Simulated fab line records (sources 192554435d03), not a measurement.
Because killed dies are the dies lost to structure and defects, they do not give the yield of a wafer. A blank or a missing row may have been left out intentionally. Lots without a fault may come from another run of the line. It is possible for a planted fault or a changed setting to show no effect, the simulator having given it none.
Comparing a struck lot with a sound one -- flow n5Finfet -- 16 steps out of a route of 1938
Sound: these wafers, L774.1, L774.3, L774.5. The struck wafers were L768.2, L768.3, L768.5. The cause is given at the end.
Order at every step that has rows: each side's tool, ch and its chambers, its first start. Under that, the readings that differ: sound wafers -- struck wafers -- difference of the means -- sigmas: that difference in standard deviations of wafers without a fault.
alike: readings whose means differ by less than 2 such deviations, and words and numbers that are the same on both sides. not compared: withheld readings, readings that some wafer has no value for, bounds like >300 that may hide the same value, and numbers for which the record gives no deviation and whose values overlap.
A row with sigmas, a row that says differs or no value, or rows on one side alone: a step with any of these is where the two part. Numbers that have no deviation but don't overlap get no sigmas and don't part them. A reading missing from all wafers of one side parts the sides only when that side holds two or more wafers.

first, 8 steps without rows for these wafers: N5_BEOL_M12_COAT_58 (time 60 s, resist thk 89 nm); N5_BEOL_M12_COAT_04 (resist thk 400 nm); N5_BEOL_M12_EBR_06; N5_BEOL_M12_SOFTBAKE_05 (time 60 s); N5_BEOL_M12_EXPOSE_07 (exposes mask V11); N5_BEOL_M12_PEB_08 (peb time 90 s); N5_BEOL_M12_DEVELOP_09 (develop time 45 s); N5_BEOL_M12_HARDBAKE_14 (time 120 s).
N5_BEOL_M12_CD_MEAS_10 targets a cd of 140 nm.
  sound on cdSem-02 ch 0, day 15 18:22; struck on cdSem-01 ch 0, day 13 18:57
reading,sound,struck,difference,sigmas
cdNm (nm),138.8 137.2 138.2,141.1 143.5 141.7,+4.0,+2
N5_BEOL_M12_OVL_MEAS_11:
  sound on overlay-02 ch 0, day 15 18:23; struck on overlay-02 ch 0, day 13 18:59
  alike: V11_OVL
N5_BEOL_M12_INSPECT_12: inspects for defects (macro).
  sound on defectInspect-02 at day 15 18:25; struck on defectInspect-01 at day 13 19:00
  alike: rawDefectCount
N5_BEOL_M12_DESCUM_15: chemistry O2, time 7.9 s.
  sound on rieDiel-04 ch 1,3, day 15 18:40; struck on rieDiel-04 ch 0,1, day 13 19:49
  alike: drypumpMotorCurrentA, oesProductAu, rfVppV, showerheadPlenumPTorr, throttleValvePct
  not compared: rfHoursCounterH
N5_BEOL_M12_ETCH_59: etches BARC in N2/H2, target depth 89 nm, overetch 26.7 nm, time 67.9 s.
  sound on rieDiel-04 ch 1,3, day 15 18:42; struck on rieDiel-04 ch 0,1, day 13 19:51
  no value came back on the struck wafers for any of 7 readings (biasW (W), chamberPressureMTorr (mTorr) and others); on the sound wafers biasW (W) reads 149.6 150.0 149.5
reading,sound,struck,difference,sigmas
model.coat_of_BEOL_M12_COAT_04.thkNm (nm),320 318.8 318.2,381.4 381.4 380.6,+62.1,
  not compared: rfHoursCounterH
N5_BEOL_M12_VIA_ETCH_16: etches SiOC in C4F8/O2/Ar, target depth 724.8 nm.
  sound on rieDiel-04 ch 1,3, day 15 18:45; struck on rieDiel-04 ch 0,1, day 13 19:54
reading,sound,struck,difference,sigmas
model.coat_of_BEOL_M12_COAT_04.thkNm (nm),125.6 126.8 121.8,188.6 185.4 183.6,+61.1,
  alike: C4F8_flow_sccm, O2_flow_sccm, drypumpMotorCurrentA, oesProductAu, rfVppV, showerheadPlenumPTorr, throttleValvePct
N5_BEOL_M12_STRIP_63: strips in N2/H2.
  sound on plasmaAsher-01 ch 0,1, day 15 18:57; struck on plasmaAsher-02 ch 0, day 13 20:06
reading,sound,struck,difference,sigmas
heaterPowerW (W),336 345 319,397 394 397,+63,+2
oesProductAu (a.u.),0.688 0.688 0.692,0.745 0.742 0.736,+0.052,+12
stripTimeToEndpointS (s),43.2 43.5 42.2,59.7 58.9 58.4,+16.0,+18
  alike: drypumpMotorCurrentA
  not compared: rfHoursCounterH
N5_BEOL_M12_STRIP_64: strips in N2/H2.
  sound on plasmaAsher-01 ch 0,1, day 15 19:01; struck on plasmaAsher-02 ch 0, day 13 20:10
reading,sound,struck,difference,sigmas
heaterPowerW (W),340 341 313,396 395 410,+69,+2
  alike: drypumpMotorCurrentA, oesProductAu, stripTimeToEndpointS
  not compared: rfHoursCounterH

WHERE THEY PART
At N5_BEOL_M12_CD_MEAS_10 first; at N5_BEOL_M12_STRIP_64 last (within this record only).

WHY: whatever the simulator had introduced
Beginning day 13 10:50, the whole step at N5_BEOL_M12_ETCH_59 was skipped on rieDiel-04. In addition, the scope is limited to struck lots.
